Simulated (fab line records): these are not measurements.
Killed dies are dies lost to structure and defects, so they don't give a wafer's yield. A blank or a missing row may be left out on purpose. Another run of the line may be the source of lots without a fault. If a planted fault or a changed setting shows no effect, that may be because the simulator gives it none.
Matching of chambers    flow n5 finfet    N5_BEOL_M13_ETCH_38 on rie diel-04: 4 sister chambers
The step etches SiCN in CF4/N2, target depth 67.5 nm, time 71.9 s. 4 wafers are shown with their chamber, then 11 later ones without.

## EACH WAFER AND ITS CHAMBER
wafer   chamber  showerhead plenum p Torr (Torr)
L082.2  2        2.34
L084.2  0        2.19
L084.6  1        2.32
L086.3  3        2.33

## WAFERS MISSING THEIR CHAMBER
wafer   showerhead plenum p Torr (Torr)
L086.5  2.18
L086.6  2.33
L091.2  2.33
L091.3  2.33
L091.6  2.18
L092.1  2.18
L092.2  2.33
L092.5  2.31
L096.2  2.18
L096.5  2.18
L096.6  2.33

## WHICH CHAMBER EACH WENT THROUGH
wafer   from the rows above           in truth
L086.5  0                             0
L086.6  can't be placed: 3 or 2 or 1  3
L091.2  can't be placed: 3 or 2 or 1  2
L091.3  can't be placed: 3 or 2 or 1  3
L091.6  0                             0
L092.1  0                             0
L092.2  can't be placed: 3 or 2 or 1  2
L092.5  can't be placed: 1 or 3       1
L096.2  0                             0
L096.5  0                             0
L096.6  can't be placed: 3 or 2 or 1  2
Placed correctly: 5 of 11. Cannot be placed on the basis of these rows: 6; the candidates contain the true chamber in 6. Number placed wrongly: 0.
How it was worked out, from the rows above alone: a wafer's distance from a chamber is the root of the sum, over the readings, of the square of ((its reading less the chamber's mean) divided by the reading's scatter). The wafer belongs to the nearest chamber; if the next one is less than 2 further off, it can't be placed. Each chamber's mean is taken over the wafers shown for it. The scatter (one wafer shown for each chamber): square how far every hidden wafer sits from the nearest shown wafer, average those squares and take the square root.
